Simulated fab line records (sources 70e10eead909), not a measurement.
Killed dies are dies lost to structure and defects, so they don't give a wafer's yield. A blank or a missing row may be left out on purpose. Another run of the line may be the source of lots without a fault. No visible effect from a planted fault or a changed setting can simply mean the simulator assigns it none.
The tool behind it: which one?    flow nand harc    Sampling: 24 lots, 72 wafers, 5 of 1159 route steps

== WHAT EACH GAUGE READ, for each wafer ==
NHARC_A_M1_OVL_MEAS_10: pitch 240 nm.
lot   measured      on          overlay x nm (nm)  overlay y nm (nm)
L074  day 18 04:53  overlay-02  2.1 2.9 2.5        0.0 -0.1 -0.3
L075  day 18 08:31  overlay-01  1.3 1.0 1.2        0.2 -0.3 0.6
L077  day 18 10:01  overlay-01  0.2 -0.4 -0.4      -0.1 -0.4 0.3
L076  day 18 11:14  overlay-02  0.2 0.2 0.7        -0.3 0.5 0.0
L079  day 19 05:13  overlay-02  1.4 1.3 1.1        0.3 0.8 0.6
L078  day 19 08:58  overlay-02  0.6 -0.5 0.2       1.1 0.2 0.6
L080  day 19 10:05  overlay-01  0.5 1.0 0.4        0.0 0.0 -0.8
L081  day 19 12:42  overlay-01  -0.2 0.1 -0.2      2.1 2.4 2.2
L082  day 20 08:25  overlay-01  -0.3 -0.7 -0.7     0.6 0.6 0.6
L084  day 20 08:52  overlay-01  -0.7 -0.1 -0.7     -0.3 -0.1 0.3
L085  day 20 23:37  overlay-02  1.8 1.4 1.6        -2.2 -2.1 -2.1
L083  day 21 03:02  overlay-02  -1.5 -1.6 -1.5     -0.7 -1.1 -0.7
L086  day 21 18:31  overlay-01  -0.9 -0.6 -0.7     -0.5 -0.3 -0.1
L087  day 21 18:49  overlay-02  0.1 -0.1 0.3       0.7 1.2 1.0
L092  day 22 10:26  overlay-02  -0.6 -0.4 -0.3     0.6 -0.6 -0.3
L090  day 22 11:06  overlay-02  1.3 0.6 1.0        0.7 0.2 0.7
L089  day 22 11:16  overlay-01  -0.6 -0.8 -1.0     0.1 -0.3 0.4
L088  day 22 13:33  overlay-02  -0.2 -0.3 -0.9     0.4 1.4 0.6
L091  day 22 13:16  overlay-01  0.5 0.2 0.2        1.3 1.3 1.5
L093  day 22 21:41  overlay-01  0.8 0.9 1.0        -0.4 -0.6 -0.7
L094  day 22 20:38  overlay-01  -0.9 -0.4 -0.7     0.5 0.8 0.4
L095  day 23 01:03  overlay-01  -1.3 -1.0 -1.5     0.5 0.6 0.1
L097  day 23 07:15  overlay-02  1.2 1.1 1.3        -0.1 -0.7 -0.3
L096  day 23 11:15  overlay-02  2.0 1.9 1.6        -0.1 0.0 0.2

NHARC_A_M1_THK_MEAS_24: measures by xrf.
lot   measured      on             thk nm (nm)
L074  day 18 07:26  film metro-02  155.4 154.8 158.9
L075  day 18 11:10  film metro-01  154.9 156.7 154.1
L077  day 18 12:32  film metro-02  155.0 152.5 152.3
L076  day 18 13:46  film metro-02  154.7 154.4 152.8
L079  day 19 07:57  film metro-02  153.4 154.2 155.8
L078  day 19 11:38  film metro-01  153.0 149.9 153.2
L080  day 19 12:38  film metro-01  152.5 151.1 153.0
L081  day 19 15:13  film metro-01  151.9 152.9 153.1
L082  day 20 11:02  film metro-02  153.7 154.4 153.7
L084  day 20 11:23  film metro-01  156.8 154.3 154.1
L085  day 21 02:17  film metro-02  151.9 152.3 154.1
L083  day 21 05:33  film metro-01  154.9 153.5 152.7
L086  day 21 21:02  film metro-01  155.2 155.2 156.1
L087  day 21 21:20  film metro-01  153.5 155.6 155.7
L092  day 22 12:58  film metro-02  155.2 151.2 152.1
L090  day 22 13:37  film metro-01  154.2 153.4 153.7
L089  day 22 13:46  film metro-02  152.2 149.8 152.1
L088  day 22 16:13  film metro-01  153.5 154.0 153.5
L091  day 22 15:53  film metro-01  154.0 155.2 156.5
L093  day 23 00:13  film metro-01  152.0 149.3 152.5
L094  day 22 23:11  film metro-01  153.7 154.1 152.8
L095  day 23 03:48  film metro-01  149.9 152.8 151.7
L097  day 23 10:05  film metro-02  151.0 154.6 152.6
L096  day 23 13:46  film metro-01  153.8 152.5 155.3

== TOOL THAT RAN EACH LOT (tool first, then ch and the chambers of the sampled wafers, then the start) ==
lot   NHARC_A_CONTACT_ETCH_30                        NHARC_A_M0_CMP_23              NHARC_A_M1_PVD_21
L074  rie diel-07 ch 0,1, day 18 02:49 or earlier    cmp-01 ch 1,2, day 18 02:49    pvd sputter-03, day 18 07:26 or earlier
L075  rie diel-10 ch 0,1,2, day 18 05:32 or earlier  cmp-02 ch 1,2, day 18 05:32    pvd sputter-01, day 18 11:10 or earlier
L077  rie diel-07 ch 1,2, day 18 08:07 or earlier    cmp-03 ch 1,2,3, day 18 08:07  pvd sputter-03, day 18 12:32 or earlier
L076  rie diel-09 ch 0,1,2, day 18 09:16 or earlier  cmp-02 ch 2,3, day 18 09:16    pvd sputter-02, day 18 13:46 or earlier
L079  rie diel-09 ch 0,2,3, day 19 03:24 or earlier  cmp-02 ch 0,1,3, day 19 03:24  pvd sputter-02, day 19 07:57 or earlier
L078  rie diel-07 ch 0,3, day 19 06:53 or earlier    cmp-01 ch 1,2,3, day 19 06:53  pvd sputter-01, day 19 11:38 or earlier
L080  rie diel-10 ch 0,1,3, day 19 08:06 or earlier  cmp-03 ch 1,3, day 19 08:06    pvd sputter-03, day 19 12:38 or earlier
L081  rie diel-10 ch 1,2,3, day 19 10:53 or earlier  cmp-01 ch 0,3, day 19 10:53    pvd sputter-02, day 19 15:13 or earlier
L082  rie diel-10 ch 1,2,3, day 20 06:23 or earlier  cmp-02 ch 1,2,3, day 20 06:23  pvd sputter-02, day 20 11:02 or earlier
L084  rie diel-07 ch 0,1, day 20 06:45 or earlier    cmp-03 ch 0,3, day 20 06:45    pvd sputter-02, day 20 11:23 or earlier
L085  rie diel-10 ch 0,1,2, day 20 21:39 or earlier  cmp-01 ch 0,1,3, day 20 21:39  pvd sputter-01, day 21 02:17 or earlier
L083  rie diel-07 ch 1,2,3, day 21 01:07 or earlier  cmp-01 ch 1,2,3, day 21 01:07  pvd sputter-01, day 21 05:33 or earlier
L086  rie diel-07 ch 1,2, day 21 16:43 or earlier    cmp-03 ch 1,3, day 21 16:43    pvd sputter-01, day 21 21:02 or earlier
L087  rie diel-09 ch 1,2, day 21 16:53 or earlier    cmp-02 ch 0,3, day 21 16:53    pvd sputter-02, day 21 21:20 or earlier
L092  rie diel-09 ch 0,1,3, day 22 08:36 or earlier  cmp-02 ch 0,1,2, day 22 08:36  pvd sputter-03, day 22 12:58 or earlier
L090  rie diel-10 ch 0,2, day 22 09:13 or earlier    cmp-03 ch 0,2,3, day 22 09:13  pvd sputter-02, day 22 13:37 or earlier
L089  rie diel-07 ch 0,2,3, day 22 09:23 or earlier  cmp-02 ch 1,2,3, day 22 09:23  pvd sputter-03, day 22 13:46 or earlier
L088  rie diel-09 ch 2,3, day 22 11:28 or earlier    cmp-03 ch 0,2, day 22 11:28    pvd sputter-03, day 22 16:13 or earlier
L091  rie diel-07 ch 0,1,3, day 22 11:22 or earlier  cmp-02 ch 1,2,3, day 22 11:22  pvd sputter-02, day 22 15:53 or earlier
L093  rie diel-09 ch 0,1,3, day 22 19:46 or earlier  cmp-01 ch 2,3, day 22 19:46    pvd sputter-02, day 23 00:13 or earlier
L094  rie diel-09 ch 0,1,2, day 22 18:52 or earlier  cmp-01 ch 0,1,3, day 22 18:52  pvd sputter-03, day 22 23:11 or earlier
L095  rie diel-10 ch 0,2,3, day 22 22:55 or earlier  cmp-01 ch 1,2,3, day 22 22:55  pvd sputter-02, day 23 03:48 or earlier
L097  rie diel-07 ch 0,1,3, day 23 05:29 or earlier  cmp-02 ch 1,3, day 23 05:29    pvd sputter-03, day 23 10:05 or earlier
L096  rie diel-10 ch 0,1,2, day 23 09:26 or earlier  cmp-01 ch 2,3, day 23 09:26    pvd sputter-01, day 23 13:46 or earlier
- NHARC_A_CONTACT_ETCH_30: etches the open film in CF4/CHF3, target depth 60.5 nm, time 30.2 s.
- NHARC_A_M0_CMP_23: polishes, t overpolish 20 s, target thk 113.75 nm.
- NHARC_A_M1_PVD_21: deposits Cu, target thk 30 nm, time 20.49 s.

== AS READ BY THE TOOLS THEMSELVES (means over the sampled wafers that have a number; for cases with no such wafer, the mark the record gives instead) ==
NHARC_A_CONTACT_ETCH_30.
lot   tool         drypump motor current A (A)  oes product au (a.u.)  rf vpp V (V)  showerhead plenum p Torr (Torr)  throttle valve pct (%)
L074  rie diel-07  6.3                          0.914                  372.1         1.60                             16.796
L075  rie diel-10  6.1                          0.931                  371.4         1.60                             16.803
L077  rie diel-07  5.7                          0.923                  368.2         1.50                             16.804
L076  rie diel-09  5.8                          0.963                  372.6         1.62                             16.794
L079  rie diel-09  5.6                          0.973                  373.1         1.64                             16.805
L078  rie diel-07  6.1                          0.917                  371.1         1.60                             16.798
L080  rie diel-10  5.6                          0.972                  371.6         1.60                             16.803
L081  rie diel-10  5.8                          0.921                  373.9         1.64                             16.810
L082  rie diel-10  5.8                          0.917                  372.6         1.64                             16.807
L084  rie diel-07  6.2                          0.927                  370.9         1.57                             16.799
L085  rie diel-10  6.1                          0.926                  371.5         1.60                             16.809
L083  rie diel-07  5.9                          0.937                  369.1         1.53                             16.804
L086  rie diel-07  5.7                          0.941                  367.4         1.50                             16.794
L087  rie diel-09  5.7                          0.905                  372.4         1.60                             16.810
L092  rie diel-09  5.6                          0.975                  371.7         1.60                             16.804
L090  rie diel-10  6.4                          0.930                  371.8         1.63                             16.806
L089  rie diel-07  5.9                          0.974                  370.5         1.56                             16.800
L088  rie diel-09  5.3                          0.931                  372.0         1.65                             16.807
L091  rie diel-07  6.2                          0.921                  370.5         1.58                             16.798
L093  rie diel-09  5.6                          0.959                  371.5         1.60                             16.809
L094  rie diel-09  5.8                          0.909                  371.8         1.61                             16.807
L095  rie diel-10  5.9                          0.916                  371.5         1.63                             16.805
L097  rie diel-07  6.2                          0.920                  370.2         1.58                             16.808
L096  rie diel-10  6.1                          0.938                  370.5         1.59                             16.801

NHARC_A_M0_CMP_23.
lot   tool    motor current A (A)  time to endpoint s (s)
L074  cmp-01  10.3                 32.4
L075  cmp-02  12.3                 26.1
L077  cmp-03  11.3                 26.2
L076  cmp-02  11.1                 25.9
L079  cmp-02  12.4                 28.6
L078  cmp-01  11.3                 29.3
L080  cmp-03  12.2                 29.4
L081  cmp-01  13.2                 31.4
L082  cmp-02  11.8                 29.0
L084  cmp-03  11.1                 29.4
L085  cmp-01  12.1                 27.1
L083  cmp-01  11.5                 27.5
L086  cmp-03  11.9                 30.0
L087  cmp-02  12.0                 29.6
L092  cmp-02  12.9                 27.7
L090  cmp-03  11.5                 27.5
L089  cmp-02  11.7                 25.4
L088  cmp-03  11.1                 25.8
L091  cmp-02  11.8                 27.7
L093  cmp-01  11.7                 24.9
L094  cmp-01  11.7                 30.5
L095  cmp-01  11.2                 27.2
L097  cmp-02  12.1                 27.6
L096  cmp-01  11.6                 25.4

NHARC_A_M1_PVD_21.
lot   tool            throttle valve pct (%)
L074  pvd sputter-03  29.3
L075  pvd sputter-01  28.4
L077  pvd sputter-03  30.4
L076  pvd sputter-02  28.3
L079  pvd sputter-02  29.9
L078  pvd sputter-01  30.1
L080  pvd sputter-03  29.9
L081  pvd sputter-02  30.4
L082  pvd sputter-02  29.7
L084  pvd sputter-02  29.0
L085  pvd sputter-01  29.3
L083  pvd sputter-01  29.5
L086  pvd sputter-01  28.9
L087  pvd sputter-02  29.7
L092  pvd sputter-03  29.3
L090  pvd sputter-02  28.6
L089  pvd sputter-03  29.1
L088  pvd sputter-03  29.7
L091  pvd sputter-02  29.6
L093  pvd sputter-02  30.4
L094  pvd sputter-03  29.1
L095  pvd sputter-02  29.0
L097  pvd sputter-03  30.0
L096  pvd sputter-01  29.7

== THE ANSWER, worked out from the rows above alone ==
Rule: the usual values come from the lots themselves. Put in order of their means at a reading, lots are off if they are a third of the lots or fewer, leave a main group of 4 or more, and stand apart from it by a gap of 3 or more times the standard deviation of the main group's means; of several such gaps the widest counts. A main group whose means are all the same, to the digits that the tables above print for the reading, isn't used. Also off: a lot with no number at a reading for which 4 or more lots have one. Any other lot the step has rows for is counted as sound. First the gauges in route order, then the tools' own readings, where a lot's mean is used as printed above. At the first step where some lot is off, the reading lying furthest off is the one used; lots without a number count as furthest.
Across all readings shown, no lot is off: no conclusion can be drawn from this.

== WHAT HAD BEEN PUT IN BY THE SIMULATOR ==
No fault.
